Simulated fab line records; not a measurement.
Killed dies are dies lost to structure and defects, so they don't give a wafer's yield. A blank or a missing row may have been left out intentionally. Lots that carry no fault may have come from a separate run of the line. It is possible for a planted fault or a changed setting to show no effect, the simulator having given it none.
Comparing a struck lot with a sound one | flow n5 finfet | 36 out of 1938 route steps
Sound: these wafers, L492.1, L492.2, L492.6. Wafers struck: L496.2, L496.3, L496.6. The cause is given at the end.
Per side, at each step with rows, come the tool, then ch with its chambers, and then its first start. Under that, the readings that differ: sound wafers | struck wafers | difference of the means | sigmas: that difference in standard deviations of wafers without a fault.
alike: a reading whose means differ by less than 2 such deviations, as well as words and numbers matching on both sides. not compared: withheld readings; readings where some wafer has no value; bounds like >300 that might hide an equal value; numbers whose values overlap and for which the record gives no deviation.
The two part at a step that has a row with sigmas, a row that says differs or no value, or rows on one side only. When numbers do not overlap yet have no deviation, they are printed without sigmas and do not part them. A reading missing from all wafers of one side parts the sides only when that side holds two or more wafers.

first, 9 steps without rows for these wafers: N5_BEOL_M4_ANNEAL_95 (time 240 s); N5_BEOL_M4_SPUTTER_96 (material Cu, target thk 4.5 nm, time 8.29 s); N5_BEOL_M4_ECD_50 (material Cu, target thk 300 nm); N5_BEOL_M4_ANNEAL_51 (time 90 s); N5_BEOL_M4_CMP_52 (polishes, stops on SiOC, t overpolish 6.8 s, target thk 40 nm); N5_BEOL_M4_PRE_CLEAN_60 (time 15 s); N5_BEOL_M4_CO_CAP_55 (material Co, precursor CCTBA/H2, target thk 2 nm, time 102.1 s); N5_BEOL_M4_PRE_CLEAN_56 (time 15 s); N5_BEOL_M4_DEP_57 (deposits SiCN from 3MS/NH3, target thk 8 nm, time 14 s).
N5_BEOL_M4_RC_MEAS_101:
  sound on prober-01 ch 0, day 12 11:30; struck on prober-02 ch 0, day 13 10:44
  reading        | sound                | struck               | difference | sigmas
  IOFF_P (nA/um) | 0.24 0.26 0.22       | 0.17 0.15 0.20       | -0.07      | -2
  VT_P (mV)      | -249.2 -247.0 -248.6 | -255.2 -255.9 -252.0 | -6.1       | -2
  alike: DIBL_N, DIBL_P, IOFF_N, ION_N, ION_P, SS_N, SS_P, VT_N
then, 24 steps without rows for these wafers: N5_BEOL_M5_ILD_DEP_00 (deposits SiCOH lowk from DEMS/porogen, target thk 140.64 nm, time 25.9 s); N5_BEOL_M5_CURE_79 (cures SiCOH lowk, time 240 s); N5_BEOL_M5_PECVD_70 (deposits SiO2 from TEOS/O2, target thk 16 nm, time 18 s); N5_BEOL_M5_HM_DEP_02 (deposits TiN, target thk 20 nm); N5_BEOL_M5_COAT_59 (time 60 s, resist thk 60 nm); N5_BEOL_M5_COAT_60 (time 60 s, resist thk 12 nm); N5_BEOL_M5_COAT_71 (time 60 s, resist thk 5 nm); N5_BEOL_M5_COAT_05 (resist thk 30 nm); N5_BEOL_M5_EBR_07; N5_BEOL_M5_SOFTBAKE_06 (time 60 s); N5_BEOL_M5_EXPOSE_08 (exposes mask M5, target cd 28 nm); N5_BEOL_M5_PEB_09 (peb time 60 s); N5_BEOL_M5_DEVELOP_10 (develop time 30 s); N5_BEOL_M5_DESCUM_16 (chemistry O2, time 7 s); N5_BEOL_M5_ETCH_72 (etches underlayer in N2/H2, target depth 6.5 nm, time 5.2 s); N5_BEOL_M5_ETCH_61 (etches SiARC in CF4, target depth 15.6 nm, time 26 s); N5_BEOL_M5_ETCH_62 (etches SOC in N2/H2, target depth 75 nm, overetch 15 nm, time 112.5 s); N5_BEOL_M5_STRIP_63 (strips in N2/H2); N5_BEOL_M5_STRIP_73 (strips in N2/H2); N5_BEOL_M5_STRIP_64 (strips in CF4); N5_BEOL_M5_HM_OPEN_17 (chemistry Cl2/BCl3, target TiN, target depth 20 nm, overetch 6 nm); N5_BEOL_M5_STRIP_19 (strips in O2); N5_BEOL_M5_COAT_65 (time 60 s, resist thk 60 nm); N5_BEOL_M5_COAT_66 (time 60 s, resist thk 12 nm).
N5_BEOL_M5_DEP_56: deposits SiCN from 3MS/NH3, target thk 8 nm, time 14 s.
  sound on pecvd-03 ch 0,1,2, day 13 01:40; struck on pecvd-01 ch 0,2, day 13 22:58
  no value came back on the struck wafers for chamber pressure Torr (Torr), rf fwd power W (W), showerhead plenum p Torr (Torr), throttle valve pct (%); on the sound wafers chamber pressure Torr (Torr) reads 2.991 3.007 3.011
  not compared: since wet clean h
-- record jumps: 4 days separate the struck wafers' starts on either side; left off in module BEOL_M5, taken up again in module PASSIVATION, whose first shown step is the route's number 1936 --
N5_PASSIVATION_PROBE_49:
  rows exist in the record for the struck wafers here (prober-01, day 18 02:17), but not for the sound ones

## WHERE THEY PART
First at N5_BEOL_M4_RC_MEAS_101; last, within this record, at N5_PASSIVATION_PROBE_49.

WHY: whatever the simulator had introduced
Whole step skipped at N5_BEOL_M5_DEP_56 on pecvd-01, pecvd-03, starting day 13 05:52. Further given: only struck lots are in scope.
